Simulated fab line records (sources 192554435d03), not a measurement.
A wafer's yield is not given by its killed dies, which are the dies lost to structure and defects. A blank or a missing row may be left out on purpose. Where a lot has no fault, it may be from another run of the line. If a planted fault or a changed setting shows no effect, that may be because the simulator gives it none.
Chamber matching -- flow n5_finfet -- 4 sister chambers for N5_MOL_CONTACT_COAG_ALD_133 on ald_sin-03
The step deposits SiO2, target thk 5 nm, pulse time 1 s, co reactant pulse time 1 s. 8 wafers are shown with their chamber, then 7 later ones without.

WAFERS, EACH WITH ITS CHAMBER
wafer,chamber,heater_power_w (W),precursor_pulse_height_rel
L079.5,0,82,1.017
L080.1,3,67,0.999
L080.5,2,84,0.978
L082.1,1,74,1.007
L082.4,3,66,0.990
L082.5,1,74,1.022
L083.2,2,84,1.022
L083.4,0,82,0.993

WAFERS MISSING THEIR CHAMBER
wafer,heater_power_w (W),precursor_pulse_height_rel
L083.6,82,1.006
L084.2,80,0.974
L084.5,74,1.007
L084.6,83,1.011
L085.2,84,0.993
L085.5,83,1.007
L085.6,74,0.989

CHAMBER TAKEN BY EACH
wafer,from the rows above,in truth
L083.6,0,0
L084.2,0,0
L084.5,1,1
L084.6,can't be placed: 0 or 2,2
L085.2,2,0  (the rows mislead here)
L085.5,can't be placed: 0 or 2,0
L085.6,1,1
Correctly placed: 4 of 7. Can't be placed from these rows: 2 (the true chamber is among the candidates in 2). Number placed wrongly: 1.
How it was worked out, from the rows above alone: a wafer's distance from a chamber is the root of the sum, over the readings, of the square of ((its reading less the chamber's mean) divided by the reading's scatter). If the next closest chamber is less than 2 further off than the closest, the wafer can't be placed; otherwise it belongs to the closest. Each chamber's mean is taken over the wafers shown for it. The scatter: the root of (the sum of the squares of (reading less its chamber's mean) over the shown wafers, divided by (wafers less chambers)).
